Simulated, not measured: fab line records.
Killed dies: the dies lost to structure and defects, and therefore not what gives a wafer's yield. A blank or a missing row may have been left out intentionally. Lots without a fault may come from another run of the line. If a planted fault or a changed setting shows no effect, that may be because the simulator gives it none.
Matching of chambers || flow nand-harc || NHARC_P_CONTACT_CMP_24 on cmp-03: 4 sister chambers
The step polishes, t overpolish 30 s, target thk 200 nm. 8 wafers are shown with their chamber, then 9 later ones without.

== EACH WAFER AND ITS CHAMBER ==
{"wafer": "L485.1", "chamber": 3, "motor-current-A (A)": 12.0, "time-to-endpoint-s (s)": 41.6}
{"wafer": "L485.2", "chamber": 0, "motor-current-A (A)": 14.8, "time-to-endpoint-s (s)": 39.1}
{"wafer": "L485.6", "chamber": 2, "motor-current-A (A)": 13.0, "time-to-endpoint-s (s)": 33.5}
{"wafer": "L486.1", "chamber": 0, "motor-current-A (A)": 14.9, "time-to-endpoint-s (s)": 39.7}
{"wafer": "L486.3", "chamber": 2, "motor-current-A (A)": 12.7, "time-to-endpoint-s (s)": 34.2}
{"wafer": "L487.1", "chamber": 3, "motor-current-A (A)": 11.7, "time-to-endpoint-s (s)": 38.0}
{"wafer": "L487.3", "chamber": 1, "motor-current-A (A)": 11.4, "time-to-endpoint-s (s)": 33.5}
{"wafer": "L487.6", "chamber": 1, "motor-current-A (A)": 10.9, "time-to-endpoint-s (s)": 36.7}

== WAFERS WITHOUT THEIR CHAMBER ==
{"wafer": "L490.1", "motor-current-A (A)": 11.7, "time-to-endpoint-s (s)": 35.4}
{"wafer": "L490.4", "motor-current-A (A)": 15.8, "time-to-endpoint-s (s)": 34.0}
{"wafer": "L490.6", "motor-current-A (A)": 11.1, "time-to-endpoint-s (s)": 33.6}
{"wafer": "L498.1", "motor-current-A (A)": 12.8, "time-to-endpoint-s (s)": 36.2}
{"wafer": "L498.2", "motor-current-A (A)": 15.5, "time-to-endpoint-s (s)": 38.6}
{"wafer": "L498.5", "motor-current-A (A)": 13.0, "time-to-endpoint-s (s)": 39.6}
{"wafer": "L501.1", "motor-current-A (A)": 15.6, "time-to-endpoint-s (s)": 37.3}
{"wafer": "L501.2", "motor-current-A (A)": 13.1, "time-to-endpoint-s (s)": 37.5}
{"wafer": "L501.4", "motor-current-A (A)": 11.4, "time-to-endpoint-s (s)": 38.8}

== CHAMBER TAKEN BY EACH ==
{"wafer": "L490.1", "from the rows above": "can't be placed: 1 or 3", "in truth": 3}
{"wafer": "L490.4", "from the rows above": 0, "in truth": 0}
{"wafer": "L490.6", "from the rows above": 1, "in truth": 1}
{"wafer": "L498.1", "from the rows above": 2, "in truth": 2}
{"wafer": "L498.2", "from the rows above": 0, "in truth": 0}
{"wafer": "L498.5", "from the rows above": "can't be placed: 2 or 3", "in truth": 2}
{"wafer": "L501.1", "from the rows above": 0, "in truth": 0}
{"wafer": "L501.2", "from the rows above": 2, "in truth": 2}
{"wafer": "L501.4", "from the rows above": "can't be placed: 3 or 1", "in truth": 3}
6 of 9 placed correctly. From these rows, 3 cannot be placed; in 3 the true chamber is one of the candidates. 0 placed wrongly.
How it was worked out, from the rows above alone: a wafer's distance from a chamber is the root of the sum, over the readings, of the square of ((its reading less the chamber's mean) divided by the reading's scatter). The wafer belongs to the nearest chamber; if the next one is less than 2 further off, it can't be placed. The mean given for a chamber averages the wafers shown for that chamber. How the scatter is found: for the shown wafers, subtract from each reading the mean of its chamber, square and add these, divide the total by (wafers less chambers), then take the root.
